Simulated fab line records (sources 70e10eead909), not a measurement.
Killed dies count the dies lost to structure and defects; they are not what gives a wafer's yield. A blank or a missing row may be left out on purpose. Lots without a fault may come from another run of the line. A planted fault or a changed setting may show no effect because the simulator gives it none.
Matching of chambers | flow nand harc | pecvd-04 running NHARC_A_M1_DEP_33: 3 sister chambers
The step deposits SiCN, target thk 30 nm. 3 wafers are shown with their chamber, then 11 later ones without.

== EACH WAFER AND ITS CHAMBER ==
wafer  | chamber | showerhead vpp V (V)
L094.1 | 0       | 1247
L094.3 | 1       | 1418
L094.4 | 2       | 1177

== WAFERS WITH NO CHAMBER GIVEN ==
wafer  | showerhead vpp V (V)
L094.5 | 1260
L094.6 | 1381
L095.1 | 1238
L095.2 | 1370
L095.3 | 1183
L093.2 | 1174
L093.4 | 1244
L093.6 | 1387
L097.1 | 1380
L097.4 | 1183
L097.5 | 1391

== WHICH CHAMBER EACH ONE RAN IN ==
wafer  | from the rows above | in truth
L094.5 | 0                   | 0
L094.6 | 1                   | 1
L095.1 | 0                   | 0
L095.2 | 1                   | 1
L095.3 | 2                   | 2
L093.2 | 2                   | 2
L093.4 | 0                   | 0
L093.6 | 1                   | 1
L097.1 | 1                   | 1
L097.4 | 2                   | 2
L097.5 | 1                   | 1
Correct placement for 11 of the 11. Not placeable from these rows: 0. Number placed wrongly: 0.
How it was worked out, from the rows above alone: a wafer's distance from a chamber is the root of the sum, over the readings, of the square of ((its reading less the chamber's mean) divided by the reading's scatter). The wafer belongs to the nearest chamber; if the next one is less than 2 further off, it can't be placed. A chamber's mean is the mean of its shown wafers. The scatter (one wafer shown for each chamber): square how far every hidden wafer sits from the nearest shown wafer, average those squares and take the square root.
